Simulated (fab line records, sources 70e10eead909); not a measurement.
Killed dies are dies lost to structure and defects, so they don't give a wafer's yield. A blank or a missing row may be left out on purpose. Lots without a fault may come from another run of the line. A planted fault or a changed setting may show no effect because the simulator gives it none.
fab line records | flow nand_harc
record lots=24 wafers=72 last_day=34
route steps=1302 shown A_CONTACT@1039
lots that met no fault: from a run of the same line without faults
start_h: hours from the record's first day to the start of the lot's first wafer shown | wait_h: hours since the lot's step before | " the same as in the row above | L1.1+2: a row that stands for several wafers | - no value, or no start given | * or withheld: withheld | < > ~ a bound
route shown NAME@n: a module of which the file shows steps, and the number in the route of the first | usual: mean/standard deviation of fault-free wafers | same: alike in all rows | chamber/n: place in a boat | sites: the reading at each site | _std_site: their standard deviation | _edge_site: outer sites' mean less inner sites' | radius_mm: how far each site lies from the wafer's centre | mask NAME#n: copy n | behind: the tool/chamber that last shaped the wafer | hold: why the lot was held/for how many hours/how that ended | device: the transistor (n, p or np) that didn't switch | end of line: the same wafers' tests at the end of the route | a step without rows: its recipe alone | killed: dies lost to structure and defects at the first sort, not the wafer's yield | map: a wafer's dies, x killed, . not, _ none there
set.NAME: the setting as run; set.NAME@STEP: as run at that earlier step | model.NAME: the simulator's own value behind a step, which no gauge read
steps of the route over a sample of lots; a table a step, a row a wafer
services: from which hour (start_h, from the record's first day; less than 0 if before it) a tool's chamber was out of use, for how many hours, and why
## steps
# step NHARC_A_CONTACT_CD_MEAS_69
# recipe target_cd_nm=300 landing_energy_ev=500
# usual cd_nm=299.9/0.6
# columns lot.wafer tool chamber start_h wait_h cd_nm
L074.2 cd_sem-03 0 503.03 - 300.5
L074.4 " 0 " " 300.3
L074.5 " 0 " " 300.0
L075.2 cd_sem-01 0 518.67 - 299.8
L075.4 " 0 " " 299.2
L075.5 " 0 " " 299.8
L077.1 cd_sem-03 0 531.34 - 299.9
L077.4 " 0 " " 300.3
L077.6 " 0 " " 300.5
L079.4 cd_sem-01 0 531.74 - 300.5
L079.5 " 0 " " 300.3
L079.6 " 0 " " 300.1
L078.1 cd_sem-01 0 538.50 - 298.6
L078.3 " 0 " " 299.6
L078.5 " 0 " " 299.3
L076.1 cd_sem-02 0 539.04 - 300.3
L076.2 " 0 " " 301.0
L076.6 " 0 " " 300.4
L080.2 cd_sem-02 0 564.57 - 298.7
L080.4 " 0 " " 298.8
L080.5 " 0 " " 299.0
L081.2 cd_sem-03 0 572.37 - 298.4
L081.4 " 0 " " 299.5
L081.5 " 0 " " 299.9
L082.1 cd_sem-03 0 575.59 - 299.4
L082.3 " 0 " " 299.7
L082.4 " 0 " " 300.1
L085.1 cd_sem-02 0 609.96 - 299.9
L085.2 " 0 " " 299.5
L085.6 " 0 " " 299.5
L084.3 cd_sem-03 0 620.00 - 300.6
L084.4 " 0 " " 300.2
L084.5 " 0 " " 300.1
L086.3 cd_sem-01 0 623.13 - 301.6
L086.5 " 0 " " 301.3
L086.6 " 0 " " 301.0
L083.2 cd_sem-03 0 631.81 - 300.6
L083.3 " 0 " " 300.7
L083.4 " 0 " " 300.2
L087.2 cd_sem-02 0 639.47 - 300.0
L087.4 " 0 " " 300.6
L087.6 " 0 " " 300.3
L089.3 cd_sem-02 0 645.35 - 299.4
L089.4 " 0 " " 299.2
L089.6 " 0 " " 299.8
L088.2 cd_sem-01 0 646.36 - 299.4
L088.3 " 0 " " 300.3
L088.4 " 0 " " 299.2
L090.4 cd_sem-02 0 663.15 - 300.0
L090.5 " 0 " " 300.7
L090.6 " 0 " " 300.5
L091.1 cd_sem-03 0 676.85 - 299.5
L091.3 " 0 " " 300.5
L091.5 " 0 " " 299.9
L092.1 cd_sem-01 0 679.36 - 299.2
L092.4 " 0 " " 299.6
L092.5 " 0 " " 299.3
L093.2 cd_sem-02 0 696.10 - 300.9
L093.4 " 0 " " 299.3
L093.5 " 0 " " 299.9
L094.2 cd_sem-01 0 704.56 - 299.6
L094.4 " 0 " " 300.6
L094.5 " 0 " " 300.1
L095.4 cd_sem-02 0 708.70 - 300.4
L095.5 " 0 " " 300.8
L095.6 " 0 " " 299.4
L096.2 cd_sem-01 0 715.60 - 300.8
L096.4 " 0 " " 300.7
L096.5 " 0 " " 300.4
L097.1 cd_sem-01 0 745.37 - 300.1
L097.2 " 0 " " 299.6
L097.5 " 0 " " 299.6
# step NHARC_A_CONTACT_OVL_MEAS_70
# usual overlay_x_nm=0.0/0.85 overlay_y_nm=0.1/1
# columns lot.wafer tool chamber start_h wait_h overlay_x_nm overlay_y_nm
L074.2 overlay-01 - 503.11 - 0.5 1.1
L074.4 " - " " 0.8 1.1
L074.5 " - " " 0.6 1.0
L075.2 overlay-02 - 518.76 - 0.8 0.8
L075.4 " - " " 0.4 0.9
L075.5 " - " " 0.1 1.1
L077.1 overlay-01 - 531.42 - -0.3 -0.7
L077.4 " - " " -0.1 -0.2
L077.6 " - " " -0.4 -0.7
L079.4 overlay-02 - 531.83 - 0.3 1.1
L079.5 " - " " 0.1 1.5
L079.6 " - " " 0.5 1.0
L078.1 overlay-02 - 538.58 - 0.3 -1.8
L078.3 " - " " 1.0 -1.7
L078.5 " - " " 0.6 -1.6
L076.1 overlay-02 - 539.12 - -1.4 0.1
L076.2 " - " " -1.1 0.2
L076.6 " - " " -0.7 0.2
L080.2 overlay-02 - 564.66 - -0.5 -1.6
L080.4 " - " " -0.5 -1.7
L080.5 " - " " 0.1 -1.9
L081.2 overlay-02 - 572.46 - 0.5 0.6
L081.4 " - " " 0.6 0.7
L081.5 " - " " 1.0 0.2
L082.1 overlay-01 - 575.68 - -0.8 0.8
L082.3 " - " " -1.3 0.8
L082.4 " - " " -0.8 1.0
L085.1 overlay-01 - 610.05 - 1.0 0.6
L085.2 " - " " 1.5 1.5
L085.6 " - " " 0.9 1.6
L084.3 overlay-01 - 620.09 - 1.4 0.5
L084.4 " - " " 1.3 0.0
L084.5 " - " " 1.2 0.8
L086.3 overlay-01 - 623.22 - -1.2 1.0
L086.5 " - " " -1.5 1.1
L086.6 " - " " -1.1 0.8
L083.2 overlay-02 - 631.90 - 0.6 0.1
L083.3 " - " " 0.5 0.6
L083.4 " - " " 1.2 0.3
L087.2 overlay-02 - 639.55 - -0.5 -0.8
L087.4 " - " " 0.3 -0.2
L087.6 " - " " 0.0 -0.7
L089.3 overlay-01 - 645.44 - -0.7 0.6
L089.4 " - " " -0.2 0.9
L089.6 " - " " -0.8 0.8
L088.2 overlay-01 - 646.45 - 1.5 -0.9
L088.3 " - " " 1.1 0.2
L088.4 " - " " 1.1 -0.1
L090.4 overlay-02 - 663.23 - 0.7 -0.1
L090.5 " - " " 0.8 0.6
L090.6 " - " " 0.2 0.6
L091.1 overlay-02 - 676.94 - 0.0 1.0
L091.3 " - " " -0.4 0.3
L091.5 " - " " 0.1 1.8
L092.1 overlay-01 - 679.45 - -0.7 -2.9
L092.4 " - " " -0.8 -2.8
L092.5 " - " " -0.6 -2.4
L093.2 overlay-02 - 696.19 - -0.5 -0.3
L093.4 " - " " -0.5 -0.5
L093.5 " - " " -0.2 -0.1
L094.2 overlay-02 - 704.64 - -1.6 -0.9
L094.4 " - " " -1.8 -0.5
L094.5 " - " " -1.7 -0.2
L095.4 overlay-01 - 708.78 - -0.3 0.7
L095.5 " - " " -0.5 0.9
L095.6 " - " " 0.3 1.2
L096.2 overlay-01 - 715.69 - 0.2 0.5
L096.4 " - " " 0.0 0.8
L096.5 " - " " 0.5 0.7
L097.1 overlay-01 - 745.46 - 1.0 -0.2
L097.2 " - " " 1.5 -0.1
L097.5 " - " " 0.3 -0.7
# step NHARC_A_CONTACT_ETCH_131
# recipe source_w=withheld pressure_mtorr=20 bias_v=3000 time_s=197 target_depth_a=19180 ar_flow_sccm=withheld c4f8_flow_sccm=withheld o2_flow_sccm=withheld chemistry=C4F8/O2/Ar
# columns lot.wafer tool chamber start_h wait_h rf_hours_counter_h
L074.2 har_cap_etch-03 0 506.02 0.1 42
L074.4 " 1 " " -
L074.5 " 0 " " -
L075.2 har_cap_etch-01 1 522.10 0.2 1
L075.4 " 1 " " -
L075.5 " 0 " " -
L077.1 har_cap_etch-02 0 534.85 0.1 91
L077.4 " 0 " " -
L077.6 " 0 " " -
L079.4 har_cap_etch-03 0 535.67 0.2 -
L079.6 " 1 " " -
L079.5 " 0 " " -
L078.1 har_cap_etch-01 0 541.51 0.1 5
L078.3 " 1 " " -
L078.5 " 1 " " -
L076.2 har_cap_etch-02 1 542.02 0.1 93
L076.1 " 0 " " 93
L076.6 " 1 " " -
L080.2 har_cap_etch-03 0 568.03 0.1 55
L080.4 " 1 " " -
L080.5 " 0 " " -
L081.2 har_cap_etch-02 0 575.58 0.1 98
L081.4 " 0 " " -
L081.5 " 1 " " -
L082.1 har_cap_etch-01 0 578.59 0.1 13
L082.3 " 0 " " -
L082.4 " 1 " " -
L085.2 har_cap_etch-01 1 614.24 0.2 17
L085.1 " 0 " " 17
L085.6 " 1 " " -
L084.3 har_cap_etch-03 0 623.05 0.1 -
L084.4 " 1 " " -
L084.5 " 0 " " -
L086.3 har_cap_etch-01 1 626.17 0.1 -
L086.6 " 1 " " -
L086.5 " 0 " " -
L083.2 har_cap_etch-01 1 634.84 0.1 20
L083.3 " 0 " " -
L083.4 " 1 " " -
L087.2 har_cap_etch-03 0 642.50 0.1 68
L087.4 " 1 " " -
L087.6 " 1 " " -
L089.4 har_cap_etch-01 0 649.33 0.3 -
L089.3 " 1 " " -
L089.6 " 1 " " -
L088.2 har_cap_etch-03 1 649.41 0.1 70
L088.3 " 0 " " -
L088.4 " 1 " " -
L090.4 har_cap_etch-03 1 666.23 0.1 -
L090.5 " 0 " " -
L090.6 " 1 " " -
L091.1 har_cap_etch-02 1 679.93 0.1 116
L091.3 " 0 " " -
L091.5 " 0 " " -
L092.1 har_cap_etch-01 1 682.38 0.1 30
L092.4 " 0 " " -
L092.5 " 1 " " -
L093.2 har_cap_etch-02 1 699.12 0.1 119
L093.4 " 0 " " -
L093.5 " 0 " " -
L094.2 har_cap_etch-03 1 707.73 0.1 82
L094.4 " 0 " " -
L094.5 " 1 " " -
L095.4 har_cap_etch-03 0 711.80 0.1 -
L095.6 " 0 " " -
L095.5 " 1 " " -
L096.2 har_cap_etch-01 0 718.64 0.1 38
L096.4 " 1 " " -
L096.5 " 0 " " -
L097.1 har_cap_etch-02 0 748.36 0.1 127
L097.2 " 1 " " 127
L097.5 " 1 " " -
# step NHARC_A_CONTACT_ETCH_137
# recipe source_w=withheld pressure_mtorr=20 bias_v=1200 time_s=311 target_depth_a=19120 ar_flow_sccm=withheld c4f8_flow_sccm=withheld o2_flow_sccm=withheld chemistry=C4F8/O2/Ar
# columns lot.wafer tool chamber start_h wait_h rf_hours_counter_h
L074.2 har_cap_etch-03 1 512.84 0.2 45
L074.4 " 1 " " -
L074.5 " 0 " " -
L075.2 har_cap_etch-03 1 531.28 0.2 49
L075.4 " 0 " " -
L075.5 " 1 " " -
L077.1 har_cap_etch-03 0 543.49 0.2 52
L077.4 " 1 " " -
L077.6 " 1 " " -
L079.4 har_cap_etch-01 1 543.65 0.2 -
L079.6 " 0 " " -
L079.5 " 1 " " -
L078.1 har_cap_etch-02 0 548.30 0.2 94
L078.3 " 1 " " -
L078.5 " 0 " " -
L076.2 har_cap_etch-03 0 549.98 0.2 53
L076.1 " 1 " " 53
L076.6 " 0 " " -
L080.2 har_cap_etch-03 1 575.88 0.4 56
L080.4 " 1 " " -
L080.5 " 1 " " -
L081.2 har_cap_etch-02 0 582.25 0.2 99
L081.4 " 0 " " -
L081.5 " 1 " " -
L082.1 har_cap_etch-03 0 586.16 0.3 58
L082.3 " 1 " " -
L082.4 " 0 " " -
L085.1 har_cap_etch-02 0 626.91 0.2 105
L085.2 " 1 " " 105
L085.6 " 0 " " -
L084.3 har_cap_etch-02 1 635.97 0.2 -
L084.4 " 0 " " -
L084.5 " 1 " " -
L086.3 har_cap_etch-02 1 639.38 0.2 -
L086.6 " 0 " " -
L086.5 " 1 " " -
L083.2 har_cap_etch-02 0 642.99 0.2 109
L083.3 " 1 " " -
L083.4 " 0 " " -
L087.2 har_cap_etch-02 0 649.44 0.2 111
L087.4 " 0 " " -
L087.6 " 1 " " -
L088.2 har_cap_etch-02 0 659.22 0.2 112
L088.4 " 0 " " -
L088.3 " 1 " " -
L089.4 har_cap_etch-01 0 660.62 0.3 -
L089.3 " 1 " " -
L089.6 " 1 " " -
L090.4 har_cap_etch-03 1 673.90 0.2 -
L090.5 " 1 " " -
L090.6 " 0 " " -
L091.1 har_cap_etch-02 1 686.81 0.2 117
L091.3 " 1 " " -
L091.5 " 0 " " -
L092.1 har_cap_etch-01 0 692.95 0.3 31
L092.4 " 0 " " -
L092.5 " 0 " " -
L093.2 har_cap_etch-02 1 707.79 0.2 120
L093.4 " 1 " " -
L093.5 " 0 " " -
L094.2 har_cap_etch-02 0 714.74 0.2 122
L094.4 " 0 " " -
L094.5 " 1 " " -
L095.4 har_cap_etch-03 1 718.88 0.2 -
L095.5 " 1 " " -
L095.6 " 0 " " -
L096.2 har_cap_etch-02 1 727.00 0.2 123
L096.4 " 0 " " -
L096.5 " 1 " " -
L097.2 har_cap_etch-01 0 758.68 0.2 45
L097.1 " 1 " " 45
L097.5 " 1 " " -
# step NHARC_A_CONTACT_ETCH_139
# recipe source_w=withheld pressure_mtorr=20 bias_v=400 time_s=195 target_depth_a=8400 ar_flow_sccm=withheld c4f8_flow_sccm=11.5 o2_flow_sccm=7.2 chemistry=C4F8/O2/Ar
# columns lot.wafer tool chamber start_h wait_h rf_hours_counter_h
L074.2 har_cap_etch-03 1 513.38 0.2 46
L074.4 " 1 " " -
L074.5 " 0 " " -
L075.2 har_cap_etch-03 1 531.82 0.2 49
L075.4 " 0 " " -
L075.5 " 1 " " -
L077.1 har_cap_etch-03 0 544.03 0.2 52
L077.4 " 1 " " -
L077.6 " 1 " " -
L079.4 har_cap_etch-01 1 544.19 0.2 -
L079.6 " 0 " " -
L079.5 " 1 " " -
L078.1 har_cap_etch-02 0 548.85 0.2 94
L078.3 " 1 " " -
L078.5 " 0 " " -
L076.2 har_cap_etch-03 0 550.52 0.2 54
L076.1 " 1 " " 54
L076.6 " 0 " " -
L080.2 har_cap_etch-03 1 576.73 0.3 57
L080.4 " 1 " " -
L080.5 " 1 " " -
L081.2 har_cap_etch-02 0 582.79 0.2 100
L081.4 " 0 " " -
L081.5 " 1 " " -
L082.1 har_cap_etch-03 0 586.90 0.3 58
L082.3 " 1 " " -
L082.4 " 0 " " -
L085.1 har_cap_etch-02 0 627.45 0.2 106
L085.2 " 1 " " 106
L085.6 " 0 " " -
L084.3 har_cap_etch-02 1 636.51 0.2 -
L084.4 " 0 " " -
L084.5 " 1 " " -
L086.3 har_cap_etch-02 1 639.93 0.2 -
L086.6 " 0 " " -
L086.5 " 1 " " -
L083.2 har_cap_etch-02 0 643.53 0.2 110
L083.3 " 1 " " -
L083.4 " 0 " " -
L087.2 har_cap_etch-02 0 649.99 0.2 111
L087.4 " 0 " " -
L087.6 " 1 " " -
L088.2 har_cap_etch-02 0 659.77 0.2 112
L088.4 " 0 " " -
L088.3 " 1 " " -
L089.4 har_cap_etch-01 0 661.35 0.3 -
L089.3 " 1 " " -
L089.6 " 1 " " -
L090.4 har_cap_etch-03 1 674.45 0.2 -
L090.5 " 1 " " -
L090.6 " 0 " " -
L091.1 har_cap_etch-02 1 687.35 0.2 118
L091.3 " 1 " " -
L091.5 " 0 " " -
L092.1 har_cap_etch-01 0 693.67 0.3 32
L092.4 " 0 " " -
L092.5 " 0 " " -
L093.2 har_cap_etch-02 1 708.34 0.2 121
L093.4 " 1 " " -
L093.5 " 0 " " -
L094.2 har_cap_etch-02 0 715.29 0.2 122
L094.4 " 0 " " -
L094.5 " 1 " " -
L095.4 har_cap_etch-03 1 719.43 0.2 -
L095.5 " 1 " " -
L095.6 " 0 " " -
L096.2 har_cap_etch-02 1 727.54 0.2 124
L096.4 " 0 " " -
L096.5 " 1 " " -
L097.2 har_cap_etch-01 0 759.22 0.2 46
L097.1 " 1 " " 46
L097.5 " 1 " " -
# step NHARC_A_CONTACT_ETCH_110
# recipe target_depth_a=600 overetch_a=60 time_s=33 ion_energy_ev=100 cf4_flow_sccm=80 o2_flow_sccm=20 ar_flow_sccm=0 rf_w=300 bias_w=100 chemistry=CF4/O2
# usual drypump_motor_current_A=5.83/0.3 mfc_ar_sccm=0.004/0.0033 oes_product_au=1.002/0.011 rf_vpp_V=197.3/1.3 showerhead_plenum_p_Torr=1.31/0.049 throttle_valve_pct=13.397/0.0097
# columns lot.wafer tool chamber start_h wait_h drypump_motor_current_A mfc_ar_sccm oes_product_au rf_hours_counter_h rf_vpp_V showerhead_plenum_p_Torr throttle_valve_pct
L074.4 rie_diel-04 2 514.46 0.1 6.26 0 0.991 28 197.8 1.37 13.421
L074.2 " 0 " " 5.57 0 0.997 27 196.5 1.26 13.392
L074.5 " 2 " " 6.24 0 0.986 - 199.2 1.37 13.404
L075.2 rie_diel-02 1 533.93 0.1 5.96 0.006 1.002 46 196.2 1.28 13.386
L075.5 " 3 " " 6.13 0.010 1.007 - 197.6 1.32 13.399
L075.4 " 1 " " 5.96 0.006 0.989 - 194.7 1.28 13.411
L077.4 rie_diel-04 1 545.22 0.1 5.63 0.005 0.993 1 196.8 1.30 13.405
L077.1 " 2 " " 6.28 0 0.993 1 199.1 1.37 13.392
L077.6 " 3 " " 5.49 0.005 1.008 - 198.0 1.36 13.388
L079.4 rie_diel-04 1 545.27 0.1 5.59 0.005 1.003 1 197.2 1.30 13.405
L079.6 " 2 " " 6.24 0 0.989 - 198.9 1.37 13.380
L079.5 " 3 " " 5.49 0.005 1.017 - 199.2 1.36 13.385
L078.3 rie_diel-04 1 550.00 0.1 5.63 0.005 0.989 2 197.3 1.30 13.394
L078.1 " 2 " " 6.25 0 0.989 2 198.2 1.37 13.418
L078.5 " 3 " " 5.48 0.005 1.012 - 198.3 1.36 13.395
L076.1 rie_diel-04 1 551.60 0.1 5.61 0.005 0.995 2 197.1 1.30 13.408
L076.2 " 2 " " 6.23 0 0.980 2 198.9 1.37 13.387
L076.6 " 1 " " 5.61 0.005 0.995 - 198.9 1.30 13.396
L080.4 rie_diel-04 0 577.95 0.1 5.59 0 1.006 6 195.9 1.25 13.412
L080.2 " 1 " " 5.62 0.005 0.997 6 197.2 1.30 13.410
L080.5 " 3 " " 5.52 0.005 1.016 - 199.6 1.36 13.397
L081.4 rie_diel-04 0 583.86 0.1 5.57 0 1.020 7 195.7 1.25 13.397
L081.2 " 1 " " 5.62 0.005 1.002 6 196.7 1.30 13.419
L081.5 " 1 " " 5.64 0.005 0.995 - 197.4 1.30 13.398
L082.3 rie_diel-04 2 588.00 0.1 6.26 0 1.002 7 198.4 1.37 13.401
L082.4 " 3 " " 5.49 0.005 1.015 8 198.2 1.36 13.393
L082.1 " 0 " " 5.56 0 1.019 7 196.0 1.25 13.383
L085.1 rie_diel-02 1 628.52 0.1 5.93 0.006 0.985 15 197.4 1.27 13.392
L085.2 " 2 " " 6.01 0.005 0.999 18 194.8 1.24 13.393
L085.6 " 2 " " 5.99 0.005 1.007 - 195.8 1.24 13.397
L084.3 rie_diel-02 0 637.53 0.1 5.62 0 1.011 15 198.2 1.35 13.412
L084.4 " 1 " " 5.97 0.006 0.993 18 198.2 1.27 13.405
L084.5 " 0 " " 5.58 0 1.008 - 197.4 1.35 13.388
L086.3 rie_diel-02 2 641.33 0.2 6.03 0.005 0.997 23 196.8 1.24 13.397
L086.6 " 0 " " 5.58 0 1.011 - 198.1 1.35 13.412
L086.5 " 1 " " 5.93 0.006 0.980 - 195.7 1.27 13.391
L083.2 rie_diel-04 1 644.66 0.1 5.64 0.005 1.004 16 198.4 1.30 13.401
L083.4 " 2 " " 6.23 0 0.988 16 199.3 1.37 13.395
L083.3 " 3 " " 5.52 0.005 1.002 17 199.0 1.35 13.401
L087.4 rie_diel-02 2 651.06 0.1 5.99 0.005 1.007 27 195.1 1.24 13.382
L087.2 " 0 " " 5.55 0 1.013 21 198.6 1.35 13.405
L087.6 " 1 " " 5.93 0.006 0.990 - 198.0 1.27 13.396
L088.4 rie_diel-04 3 660.84 0.1 5.50 0.005 1.012 20 198.2 1.35 13.408
L088.2 " 0 " " 5.57 0 1.007 19 195.5 1.25 13.388
L088.3 " 1 " " 5.62 0.005 1.010 19 197.3 1.30 13.394
L089.4 rie_diel-04 0 662.40 0.1 5.61 0 0.997 19 197.0 1.25 13.405
L089.3 " 1 " " 5.63 0.005 1.011 19 196.4 1.30 13.398
L089.6 " 0 " " 5.58 0 1.005 - 195.3 1.25 13.392
L090.4 rie_diel-03 3 675.44 0.1 6.30 0.012 0.988 9 196.3 1.32 13.390
L090.5 " 0 " " 5.65 0 0.996 - 197.3 1.33 13.405
L090.6 " 1 " " 5.60 0 1.001 - 197.4 1.36 13.410
L091.3 rie_diel-02 2 688.42 0.1 6.01 0.005 1.005 40 194.3 1.24 13.392
L091.1 " 3 " " 6.15 0.010 1.002 36 196.9 1.31 13.394
L091.5 " 3 " " 6.12 0.010 1.013 - 196.8 1.31 13.395
L092.1 rie_diel-02 1 694.89 0.1 5.94 0.006 0.983 37 195.5 1.27 13.384
L092.4 " 3 " " 6.10 0.010 1.011 37 195.3 1.31 13.396
L092.5 " 0 " " 5.58 0 1.011 - 198.6 1.34 13.391
L093.4 rie_diel-03 2 709.43 0.1 6.61 0 1.004 18 199.7 1.44 13.415
L093.2 " 0 " " 5.66 0 0.993 17 198.0 1.33 13.404
L093.5 " 2 " " 6.63 0 1.001 - 200.5 1.44 13.396
L094.4 rie_diel-02 0 716.41 0.1 5.58 0 1.004 40 198.2 1.34 13.389
L094.2 " 2 " " 6.01 0.005 1.007 46 196.0 1.24 13.406
L094.5 " 0 " " 5.58 0 1.002 - 195.4 1.34 13.391
L095.4 rie_diel-02 1 720.70 0.1 5.95 0.006 0.982 44 195.7 1.27 13.391
L095.6 " 0 " " 5.59 0 0.999 - 199.0 1.34 13.397
L095.5 " 1 " " 5.96 0.006 0.992 - 196.2 1.27 13.396
L096.2 rie_diel-02 0 729.05 0.1 5.63 0 1.015 43 198.5 1.34 13.400
L096.4 " 1 " " 5.95 0.006 0.990 47 195.0 1.27 13.391
L096.5 " 2 " " 6.01 0.005 1.024 - 195.1 1.24 13.399
L097.2 rie_diel-04 0 760.30 0.1 5.56 0 1.006 8 194.8 1.25 13.399
L097.1 " 1 " " 5.62 0.005 0.985 5 197.9 1.29 13.390
L097.5 " 3 " " 5.48 0.005 1.008 - 199.9 1.35 13.397
## services
# columns tool chamber start_h hours kind
rie_diel-03 0 485.25 7.6 repair
rie_diel-04 0 487.06 - clean
rie_diel-04 1 487.06 - clean
har_cap_etch-01 - 497.00 17.0 pm
har_cap_etch-01 0 497.00 17.0 vent_cycle
har_cap_etch-01 1 497.00 17.0 vent_cycle
har_cap_etch-01 0 514.00 - clean
har_cap_etch-01 0 514.00 - consumable_replace:focus_ring
har_cap_etch-01 1 514.00 - clean
rie_diel-03 1 518.37 15.8 repair
rie_diel-04 - 531.90 9.0 pm
rie_diel-02 - 572.22 9.0 pm
rie_diel-03 - 635.98 9.0 pm
rie_diel-03 2 686.75 4.4 repair
rie_diel-03 1 698.73 5.7 repair
har_cap_etch-02 - 702.83 0.5 repair
rie_diel-04 1 728.03 7.0 repair
rie_diel-03 3 729.27 9.7 repair
rie_diel-02 1 730.55 5.9 repair
rie_diel-03 3 745.25 21.0 repair
rie_diel-02 - 749.38 9.0 pm
har_cap_etch-02 - 754.00 17.0 pm
har_cap_etch-02 0 754.00 17.0 vent_cycle
har_cap_etch-02 1 754.00 17.0 vent_cycle
## key
fault none
